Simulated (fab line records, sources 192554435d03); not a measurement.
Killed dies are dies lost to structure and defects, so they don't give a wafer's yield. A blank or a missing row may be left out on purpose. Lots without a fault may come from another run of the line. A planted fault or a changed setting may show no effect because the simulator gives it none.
fab line records | flow n5_finfet
record lots=24 wafers=72 last_day=18
route steps=1938 shown BEOL_M3@1010 BEOL_M4@1094 BEOL_M5@1126
lots that met no fault: from a run of the same line without faults
start_h: hours from the record's first day to the start of the lot's first wafer shown | wait_h: hours since the lot's step before | " the same as in the row above | L1.1+2: a row that stands for several wafers | - no value, or no start given | * or withheld: withheld | < > ~ a bound
route shown NAME@n: a module of which the file shows steps, and the number in the route of the first | usual: mean/standard deviation of fault-free wafers | same: alike in all rows | chamber/n: place in a boat | sites: the reading at each site | _std_site: their standard deviation | _edge_site: outer sites' mean less inner sites' | radius_mm: how far each site lies from the wafer's centre | mask NAME#n: copy n | behind: the tool/chamber that last shaped the wafer | hold: why the lot was held/for how many hours/how that ended | device: the transistor (n, p or np) that didn't switch | end of line: the same wafers' tests at the end of the route | a step without rows: its recipe alone | killed: dies lost to structure and defects at the first sort, not the wafer's yield | map: a wafer's dies, x killed, . not, _ none there
set.NAME: the setting as run; set.NAME@STEP: as run at that earlier step | model.NAME: the simulator's own value behind a step, which no gauge read
steps of the route over a sample of lots; a table a step, a row a wafer
services: from which hour (start_h, from the record's first day; less than 0 if before it) a tool's chamber was out of use, for how many hours, and why
## steps
# step N5_BEOL_M3_SPUTTER_96
# recipe material=Cu target_thk_a=45 temp_c=-20 chamber_pressure_pa=0.07 power_w=withheld time_s=8.29
# usual chamber_pressure_pa=0.07/0.00015 chuck_gas_flow_sccm=1.26/0.055 throttle_valve_pct=30.1/1
# columns lot.wafer tool chamber start_h wait_h chamber_pressure_pa chuck_gas_flow_sccm throttle_valve_pct
L074.1 pvd_sputter-01 - 153.05 0.1 0.06996 1.30 30.2
L074.4 " - " " 0.06992 1.21 31.7
L074.6 " - " " 0.06985 1.23 30.0
L075.3 pvd_sputter-02 - 158.08 0.1 0.07012 1.37 28.5
L075.4 " - " " 0.07013 1.30 29.5
L075.5 " - " " 0.07025 1.19 28.5
L076.3 pvd_sputter-01 - 158.30 0.1 0.07005 1.28 30.2
L076.4 " - " " 0.0701 1.23 32.1
L076.6 " - " " 0.07013 1.32 30.1
L077.3 pvd_sputter-02 - 170.38 0.1 0.07007 1.22 31.8
L077.4 " - " " 0.0703 1.21 29.6
L077.6 " - " " 0.07036 1.25 28.6
L078.2 pvd_sputter-01 - 170.66 0.1 0.06995 1.22 29.9
L078.4 " - " " 0.07006 1.23 31.7
L078.6 " - " " 0.06988 1.29 29.7
L079.1 pvd_sputter-03 - 178.61 0.1 0.06978 1.35 31.6
L079.2 " - " " 0.07005 1.33 28.5
L079.4 " - " " 0.06989 1.26 30.0
L080.1 pvd_sputter-03 - 187.88 0.1 0.07021 1.34 31.5
L080.3 " - " " 0.07007 1.26 28.5
L080.6 " - " " 0.07001 1.23 28.8
L083.1 pvd_sputter-03 - 207.98 0.1 0.07018 1.22 30.3
L083.4 " - " " 0.07002 1.31 28.5
L083.5 " - " " 0.07043 1.30 28.5
L081.2 pvd_sputter-01 - 208.15 0.1 0.07003 1.26 29.7
L081.4 " - " " 0.06986 1.23 30.3
L081.6 " - " " 0.06981 1.35 29.8
L082.1 pvd_sputter-03 - 213.08 0.1 0.06981 1.20 28.4
L082.2 " - " " 0.07005 1.26 31.4
L082.6 " - " " 0.07011 1.22 31.3
L085.2 pvd_sputter-02 - 219.12 0.1 0.07009 1.14 28.3
L085.4 " - " " 0.07002 1.23 31.5
L085.5 " - " " 0.06996 1.18 31.8
L084.3 pvd_sputter-03 - 222.83 0.1 0.06995 1.28 30.2
L084.5 " - " " 0.06984 1.27 28.6
L084.6 " - " " 0.06979 1.29 30.0
L086.1 pvd_sputter-02 - 227.73 0.1 0.06998 1.15 31.7
L086.3 " - " " 0.07003 1.22 30.0
L086.5 " - " " 0.07 1.30 28.3
L087.3 pvd_sputter-03 - 236.61 0.1 0.07004 1.30 30.1
L087.4 " - " " 0.06989 1.25 30.2
L087.6 " - " " 0.06977 1.26 28.6
L089.4 pvd_sputter-02 - 257.42 0.1 0.07012 1.22 31.8
L089.5 " - " " 0.06982 1.20 31.8
L089.6 " - " " 0.07008 1.18 29.5
L090.1 pvd_sputter-01 - 273.06 0.1 0.06984 1.25 29.5
L090.3 " - " " 0.07014 1.23 30.1
L090.5 " - " " 0.07011 1.28 31.8
L088.2 pvd_sputter-02 - 277.84 0.1 0.06995 1.27 31.7
L088.5 " - " " 0.07021 1.29 29.9
L088.6 " - " " 0.0699 1.29 28.4
L091.1 pvd_sputter-03 - 281.60 0.1 0.07013 1.22 30.1
L091.2 " - " " 0.07013 1.27 30.3
L091.3 " - " " 0.07011 1.30 28.7
L094.1 pvd_sputter-03 - 283.44 0.1 0.06987 1.31 28.9
L094.4 " - " " 0.06998 1.19 30.4
L094.6 " - " " 0.06977 1.21 31.2
L093.2 pvd_sputter-01 - 286.80 0.1 0.06995 1.25 31.9
L093.5 " - " " 0.07001 1.16 29.4
L093.6 " - " " 0.07001 1.33 31.7
L096.2 pvd_sputter-03 - 287.44 0.1 0.06985 1.21 30.1
L096.4 " - " " 0.06995 1.32 28.7
L096.6 " - " " 0.06989 1.28 30.1
L092.3 pvd_sputter-02 - 290.24 0.1 0.07004 1.17 30.1
L092.5 " - " " 0.07014 1.27 28.3
L092.6 " - " " 0.07016 1.22 29.7
L095.1 pvd_sputter-02 - 298.20 0.1 0.07011 1.35 28.3
L095.3 " - " " 0.07 1.21 29.5
L095.4 " - " " 0.06984 1.25 31.7
L097.1 pvd_sputter-02 - 310.59 0.1 0.07009 1.34 28.3
L097.5 " - " " 0.06987 1.18 31.9
L097.6 " - " " 0.07007 1.31 29.5
# step N5_BEOL_M3_PRE_CLEAN_60
# recipe gas=NH3/H2 time_s=15 temp_c=* rf_power_w=300
# usual heater_power_outer_w=23/5.9 heater_power_w=84/7.4
# columns lot.wafer tool chamber start_h wait_h heater_power_outer_w heater_power_w since_wet_clean_h
L074.1 cvd_co-02 0 153.87 0.0 19 78 914
L074.4 " 1 " " 34 81 -
L074.6 " 0 " " 19 76 -
L075.3 cvd_co-02 0 158.91 0.0 19 75 919
L075.4 " 2 " " 11 71 -
L075.5 " 0 " " 19 76 -
L076.3 cvd_co-01 0 159.14 0.0 24 91 700
L076.4 " 2 " " 22 81 -
L076.6 " 1 " " 21 89 -
L077.3 cvd_co-01 2 171.98 0.2 23 80 254
L077.4 " 2 " " 23 78 -
L077.6 " 1 " " 21 90 -
L078.2 cvd_co-02 0 172.10 0.3 19 77 932
L078.4 " 0 " " 19 76 -
L078.6 " 2 " " 11 73 -
L079.1 cvd_co-01 2 179.70 0.0 23 78 262
L079.2 " 0 " " 24 92 721
L079.4 " 0 " " 24 93 -
L080.1 cvd_co-01 1 188.82 0.0 21 89 1167
L080.3 " 2 " " 22 80 271
L080.6 " 1 " " 22 89 -
L083.1 cvd_co-01 2 209.08 0.0 23 80 291
L083.4 " 1 " " 21 91 -
L083.5 " 2 " " 23 82 -
L081.2 cvd_co-02 1 209.17 0.1 34 83 73
L081.4 " 2 " " 12 70 -
L081.6 " 0 " " 19 78 -
L082.1 cvd_co-01 2 213.90 0.0 23 80 296
L082.2 " 0 " " 25 95 755
L082.6 " 0 " " 24 91 -
L085.2 cvd_co-02 0 219.95 0.0 19 77 980
L085.4 " 0 " " 19 78 -
L085.5 " 1 " " 35 82 -
L084.3 cvd_co-02 1 223.67 0.0 35 81 87
L084.5 " 1 " " 35 83 -
L084.6 " 0 " " 19 76 -
L086.1 cvd_co-01 2 228.65 0.0 23 78 311
L086.3 " 0 " " 25 93 770
L086.5 " 2 " " 23 80 -
L087.3 cvd_co-01 1 237.43 0.0 21 87 1216
L087.4 " 0 " " 25 96 -
L087.6 " 1 " " 21 88 -
L089.4 cvd_co-01 1 258.56 0.2 21 90 -
L089.5 " 2 " " 24 80 -
L089.6 " 0 " " 25 96 -
L090.1 cvd_co-02 1 273.89 0.0 35 83 137
L090.3 " 2 " " 12 73 575
L090.5 " 1 " " 35 84 -
L088.2 cvd_co-02 1 278.67 0.0 34 84 142
L088.5 " 1 " " 33 83 -
L088.6 " 0 " " 19 77 -
L091.1 cvd_co-02 1 282.44 0.0 34 81 146
L091.2 " 2 " " 12 73 583
L091.3 " 0 " " 20 78 1042
L094.1 cvd_co-01 0 284.45 0.0 26 96 826
L094.4 " 2 " " 23 83 -
L094.6 " 1 " " 21 86 -
L093.2 cvd_co-01 1 287.63 0.0 21 88 1266
L093.5 " 0 " " 25 96 -
L093.6 " 2 " " 23 80 -
L096.2 cvd_co-01 1 289.31 0.3 21 88 1268
L096.4 " 1 " " 21 90 -
L096.6 " 0 " " 25 94 -
L092.3 cvd_co-01 2 291.16 0.1 24 81 373
L092.5 " 2 " " 23 82 -
L092.6 " 0 " " 26 94 -
L095.1 cvd_co-01 1 299.05 0.0 21 89 1278
L095.3 " 0 " " 25 96 840
L095.4 " 2 " " 23 80 -
L097.1 cvd_co-01 2 311.42 0.0 23 83 393
L097.5 " 2 " " 23 79 -
L097.6 " 1 " " 22 89 -
# step N5_BEOL_M4_SPUTTER_90
# recipe material=Cu target_thk_a=45 temp_c=-20 chamber_pressure_pa=0.07 power_w=withheld time_s=8.29
# usual chamber_pressure_pa=0.07003/0.00014 chuck_gas_flow_sccm=1.25/0.047 throttle_valve_pct=30.2/0.99
# columns lot.wafer tool chamber start_h wait_h chamber_pressure_pa chuck_gas_flow_sccm throttle_valve_pct
L074.1 pvd_sputter-02 - 166.67 0.1 0.07013 1.36 32.0
L074.4 " - " " 0.07023 1.26 28.8
L074.6 " - " " 0.07011 1.22 29.4
L075.3 pvd_sputter-03 - 168.99 0.1 0.07 1.20 28.5
L075.4 " - " " 0.06979 1.21 30.2
L075.5 " - " " 0.06974 1.21 28.8
L076.3 pvd_sputter-01 - 173.56 0.1 0.06983 1.22 29.9
L076.4 " - " " 0.06984 1.23 31.6
L076.6 " - " " 0.07005 1.29 30.1
L077.3 pvd_sputter-01 - 182.51 0.1 0.07005 1.24 30.0
L077.4 " - " " 0.07011 1.23 31.8
L077.6 " - " " 0.06993 1.28 30.1
L078.2 pvd_sputter-01 - 189.24 0.1 0.07008 1.30 31.5
L078.4 " - " " 0.07012 1.29 29.6
L078.6 " - " " 0.06999 1.25 29.6
L079.1 pvd_sputter-03 - 195.42 0.1 0.07018 1.30 31.7
L079.2 " - " " 0.07008 1.20 28.6
L079.4 " - " " 0.06972 1.26 30.0
L080.1 pvd_sputter-01 - 198.73 0.1 0.07005 1.17 30.2
L080.3 " - " " 0.06993 1.27 30.2
L080.6 " - " " 0.06994 1.21 30.0
L081.2 pvd_sputter-03 - 218.03 0.1 0.06974 1.31 28.7
L081.4 " - " " 0.07001 1.26 30.3
L081.6 " - " " 0.06981 1.20 31.4
L083.1 pvd_sputter-03 - 240.73 0.1 0.06993 1.26 29.9
L083.4 " - " " 0.06997 1.21 31.2
L083.5 " - " " 0.07004 1.20 30.1
L082.1 pvd_sputter-02 - 251.94 0.1 0.07012 1.27 31.8
L082.2 " - " " 0.07001 1.31 29.5
L082.6 " - " " 0.07024 1.24 28.5
L085.2 pvd_sputter-01 - 253.77 0.1 0.0701 1.31 31.8
L085.4 " - " " 0.06996 1.20 29.8
L085.5 " - " " 0.06992 1.27 30.0
L086.1 pvd_sputter-03 - 258.36 0.1 0.07014 1.22 31.2
L086.3 " - " " 0.07009 1.30 30.1
L086.5 " - " " 0.07018 1.27 28.5
L084.3 pvd_sputter-01 - 259.35 0.1 0.06995 1.23 29.9
L084.5 " - " " 0.07009 1.20 31.8
L084.6 " - " " 0.07029 1.28 29.7
L087.3 pvd_sputter-02 - 259.49 0.1 0.07014 1.22 31.6
L087.4 " - " " 0.07019 1.28 30.1
L087.6 " - " " 0.06985 1.18 30.0
L089.4 pvd_sputter-03 - 284.62 0.1 0.06998 1.36 28.6
L089.5 " - " " 0.07018 1.34 28.7
L089.6 " - " " 0.07037 1.33 30.8
L088.2 pvd_sputter-02 - 286.44 0.1 0.06988 1.20 30.1
L088.5 " - " " 0.0697 1.23 32.1
L088.6 " - " " 0.06975 1.27 29.8
L091.1 pvd_sputter-01 - 291.41 0.1 0.07004 1.18 30.0
L091.2 " - " " 0.07021 1.31 30.0
L091.3 " - " " 0.06979 1.27 29.7
L094.1 pvd_sputter-01 - 294.35 0.1 0.07019 1.23 31.9
L094.4 " - " " 0.07019 1.31 30.2
L094.6 " - " " 0.06999 1.23 29.5
L090.1 pvd_sputter-02 - 301.14 0.1 0.07025 1.24 31.9
L090.3 " - " " 0.07018 1.34 29.9
L090.5 " - " " 0.07014 1.25 30.0
L093.2 pvd_sputter-03 - 306.45 0.1 0.06981 1.30 30.6
L093.5 " - " " 0.06997 1.30 31.2
L093.6 " - " " 0.07002 1.32 30.4
L096.2 pvd_sputter-03 - 311.85 0.1 0.07003 1.24 30.1
L096.4 " - " " 0.06992 1.22 30.1
L096.6 " - " " 0.06995 1.27 31.4
L095.1 pvd_sputter-01 - 315.86 0.1 0.07015 1.25 30.0
L095.3 " - " " 0.06996 1.17 30.0
L095.4 " - " " 0.06997 1.17 31.8
L092.3 pvd_sputter-03 - 316.95 0.1 0.07009 1.30 31.6
L092.5 " - " " 0.07001 1.29 28.6
L092.6 " - " " 0.07011 1.25 30.4
L097.1 pvd_sputter-03 - 324.36 0.1 0.0702 1.27 28.5
L097.5 " - " " 0.06995 1.21 31.3
L097.6 " - " " 0.06987 1.26 30.1
# step N5_BEOL_M4_ANNEAL_91
# recipe temp_c=400 time_s=240 ambient=vacuum
# usual heater_power_w=836/76
# columns lot.wafer tool chamber start_h wait_h heater_power_w
L074.1 pvd_sputter-02 - 166.75 0.0 851
L074.4 " - " " 812
L074.6 " - " " 842
L075.3 pvd_sputter-03 - 169.07 0.0 831
L075.4 " - " " 729
L075.5 " - " " 839
L076.3 pvd_sputter-01 - 173.64 0.0 746
L076.4 " - " " 913
L076.6 " - " " 989
L077.3 pvd_sputter-01 - 182.59 0.0 728
L077.4 " - " " 888
L077.6 " - " " 981
L078.2 pvd_sputter-01 - 189.32 0.0 897
L078.4 " - " " 744
L078.6 " - " " 744
L079.1 pvd_sputter-03 - 195.50 0.0 896
L079.2 " - " " 843
L079.4 " - " " 846
L080.1 pvd_sputter-01 - 198.81 0.0 743
L080.3 " - " " 975
L080.6 " - " " 734
L081.2 pvd_sputter-03 - 218.11 0.0 843
L081.4 " - " " 724
L081.6 " - " " 890
L083.1 pvd_sputter-03 - 240.81 0.0 731
L083.4 " - " " 882
L083.5 " - " " 849
L082.1 pvd_sputter-02 - 252.02 0.0 848
L082.2 " - " " 843
L082.6 " - " " 822
L085.2 pvd_sputter-01 - 253.85 0.0 915
L085.4 " - " " 740
L085.5 " - " " 742
L086.1 pvd_sputter-03 - 258.44 0.0 899
L086.3 " - " " 857
L086.5 " - " " 824
L084.3 pvd_sputter-01 - 259.43 0.0 977
L084.5 " - " " 898
L084.6 " - " " 769
L087.3 pvd_sputter-02 - 259.57 0.0 869
L087.4 " - " " 908
L087.6 " - " " 919
L089.4 pvd_sputter-03 - 284.70 0.0 847
L089.5 " - " " 833
L089.6 " - " " 866
L088.2 pvd_sputter-02 - 286.52 0.0 905
L088.5 " - " " 857
L088.6 " - " " 917
L091.1 pvd_sputter-01 - 291.49 0.0 749
L091.2 " - " " 950
L091.3 " - " " 754
L094.1 pvd_sputter-01 - 294.43 0.0 926
L094.4 " - " " 730
L094.6 " - " " 734
L090.1 pvd_sputter-02 - 301.22 0.0 856
L090.3 " - " " 851
L090.5 " - " " 891
L093.2 pvd_sputter-03 - 306.53 0.0 739
L093.5 " - " " 890
L093.6 " - " " 747
L096.2 pvd_sputter-03 - 311.93 0.0 850
L096.4 " - " " 749
L096.6 " - " " 900
L095.1 pvd_sputter-01 - 315.94 0.0 765
L095.3 " - " " 979
L095.4 " - " " 893
L092.3 pvd_sputter-03 - 317.03 0.0 886
L092.5 " - " " 829
L092.6 " - " " 855
L097.1 pvd_sputter-03 - 324.44 0.0 828
L097.5 " - " " 889
L097.6 " - " " 762
# step N5_BEOL_M4_RS_MEAS_58
# recipe thk_meas_gauge=four-point-probe reads=Co_of_BEOL_M4_CO_CAP_55+Cu_of_BEOL_M4_ECD_50+Co_of_BEOL_M4_CVD_47+TaN_of_BEOL_M4_ALD_84
# usual M4_RS=0.677/0.029
# columns lot.wafer tool chamber start_h wait_h M4_RS[ohm/sq]
L074.1 film_metro-02 - 168.38 0.0 0.714
L074.4 " - " " 0.701
L074.6 " - " " 0.715
L075.3 film_metro-01 - 170.70 0.1 0.638
L075.4 " - " " 0.670
L075.5 " - " " 0.669
L076.3 film_metro-02 - 175.32 0.1 0.689
L076.4 " - " " 0.703
L076.6 " - " " 0.673
L077.3 film_metro-02 - 184.61 0.1 0.707
L077.4 " - " " 0.646
L077.6 " - " " 0.693
L078.2 film_metro-02 - 190.95 0.1 0.671
L078.4 " - " " 0.627
L078.6 " - " " 0.663
L079.1 film_metro-01 - 197.13 0.0 0.696
L079.2 " - " " 0.637
L079.4 " - " " 0.677
L080.1 film_metro-02 - 200.44 0.0 0.663
L080.3 " - " " 0.696
L080.6 " - " " 0.689
L081.2 film_metro-02 - 219.76 0.1 0.690
L081.4 " - " " 0.690
L081.6 " - " " 0.632
L083.1 film_metro-02 - 242.43 0.0 0.733
L083.4 " - " " 0.689
L083.5 " - " " 0.630
L082.1 film_metro-02 - 253.64 0.0 0.692
L082.2 " - " " 0.713
L082.6 " - " " 0.698
L085.2 film_metro-02 - 255.54 0.1 0.650
L085.4 " - " " 0.693
L085.5 " - " " 0.667
L086.1 film_metro-01 - 260.07 0.0 0.669
L086.3 " - " " 0.661
L086.5 " - " " 0.684
L084.3 film_metro-01 - 261.07 0.1 0.695
L084.5 " - " " 0.638
L084.6 " - " " 0.684
L087.3 film_metro-02 - 261.21 0.1 0.686
L087.4 " - " " 0.684
L087.6 " - " " 0.749
L089.4 film_metro-01 - 286.33 0.0 0.677
L089.5 " - " " 0.700
L089.6 " - " " 0.612
L088.2 film_metro-02 - 288.15 0.1 0.654
L088.5 " - " " 0.703
L088.6 " - " " 0.650
L091.1 film_metro-01 - 293.23 0.0 0.708
L091.2 " - " " 0.702
L091.3 " - " " 0.652
L094.1 film_metro-01 - 296.15 0.0 0.663
L094.4 " - " " 0.681
L094.6 " - " " 0.628
L090.1 film_metro-02 - 302.90 0.0 0.667
L090.3 " - " " 0.677
L090.5 " - " " 0.698
L093.2 film_metro-01 - 308.16 0.1 0.716
L093.5 " - " " 0.638
L093.6 " - " " 0.690
L096.2 film_metro-02 - 313.56 0.1 0.681
L096.4 " - " " 0.646
L096.6 " - " " 0.660
L095.1 film_metro-01 - 317.81 0.0 0.706
L095.3 " - " " 0.682
L095.4 " - " " 0.649
L092.3 film_metro-01 - 318.66 0.1 0.675
L092.5 " - " " 0.686
L092.6 " - " " 0.651
L097.1 film_metro-01 - 326.33 0.0 0.654
L097.5 " - " " 0.672
L097.6 " - " " 0.632
# step N5_BEOL_M5_CD_MEAS_11
# recipe target_cd_nm=27.74 landing_energy_ev=500 detector=se_inlens
# usual cd_nm=27.96/0.24
# columns lot.wafer tool chamber start_h wait_h cd_nm
L074.1 cd_sem-01 0 171.47 - 27.57
L074.4 " 0 " " 28.09
L074.6 " 0 " " 27.91
L075.3 cd_sem-03 0 175.05 - 27.74
L075.4 " 0 " " 27.57
L075.5 " 0 " " 27.95
L076.3 cd_sem-02 0 180.12 - 27.58
L076.4 " 0 " " 28.11
L076.6 " 0 " " 27.86
L077.3 cd_sem-02 0 188.76 - 28.10
L077.4 " 0 " " 28.48
L077.6 " 0 " " 28.17
L078.2 cd_sem-01 0 195.63 - 28.44
L078.4 " 0 " " 28.00
L078.6 " 0 " " 28.44
L079.1 cd_sem-03 0 204.39 - 27.70
L079.2 " 0 " " 28.32
L079.4 " 0 " " 28.19
L080.1 cd_sem-01 0 204.96 - 28.24
L080.3 " 0 " " 28.12
L080.6 " 0 " " 28.14
L081.2 cd_sem-01 0 223.14 - 27.86
L081.4 " 0 " " 27.74
L081.6 " 0 " " 27.58
L083.1 cd_sem-03 0 245.67 - 27.64
L083.4 " 0 " " 27.89
L083.5 " 0 " " 27.69
L082.1 cd_sem-03 0 257.39 - 27.73
L082.2 " 0 " " 27.96
L082.6 " 0 " " 28.09
L085.2 cd_sem-01 0 258.19 - 27.89
L085.4 " 0 " " 28.14
L085.5 " 0 " " 28.05
L086.1 cd_sem-01 0 265.51 - 27.95
L086.3 " 0 " " 28.30
L086.5 " 0 " " 27.98
L084.3 cd_sem-02 0 265.95 - 27.75
L084.5 " 0 " " 27.52
L084.6 " 0 " " 28.12
L087.3 cd_sem-02 0 266.14 - 27.91
L087.4 " 0 " " 27.94
L087.6 " 0 " " 28.11
L089.4 cd_sem-02 0 288.54 - 28.48
L089.5 " 0 " " 27.73
L089.6 " 0 " " 27.91
L088.2 cd_sem-02 0 291.44 - 28.41
L088.5 " 0 " " 28.17
L088.6 " 0 " " 27.85
L091.1 cd_sem-02 0 295.79 - 27.86
L091.2 " 0 " " 27.80
L091.3 " 0 " " 28.02
L094.1 cd_sem-02 0 299.20 - 28.19
L094.4 " 0 " " 28.55
L094.6 " 0 " " 27.81
L090.1 cd_sem-02 0 305.25 - 28.09
L090.3 " 0 " " 28.21
L090.5 " 0 " " 27.80
L093.2 cd_sem-02 0 313.18 - 28.06
L093.5 " 0 " " 27.64
L093.6 " 0 " " 28.15
L096.2 cd_sem-02 0 317.12 - 28.20
L096.4 " 0 " " 27.66
L096.6 " 0 " " 27.98
L095.1 cd_sem-02 0 320.30 - 27.56
L095.3 " 0 " " 27.82
L095.4 " 0 " " 27.87
L092.3 cd_sem-01 0 320.90 - 27.93
L092.5 " 0 " " 27.98
L092.6 " 0 " " 27.95
L097.1 cd_sem-01 0 330.93 - 28.20
L097.5 " 0 " " 27.84
L097.6 " 0 " " 27.88
## services
# columns tool chamber start_h hours kind
cvd_co-01 - 131.30 3.8 pm
cvd_co-02 - 151.32 1.5 repair
cvd_co-02 - 167.38 4.1 repair
cvd_co-02 2 174.06 10.5 repair
pvd_sputter-02 - 197.53 7.5 repair
cvd_co-01 2 232.36 3.2 repair
cvd_co-02 - 262.33 0.7 repair
cvd_co-02 - 283.54 14.6 pm
## key
fault none
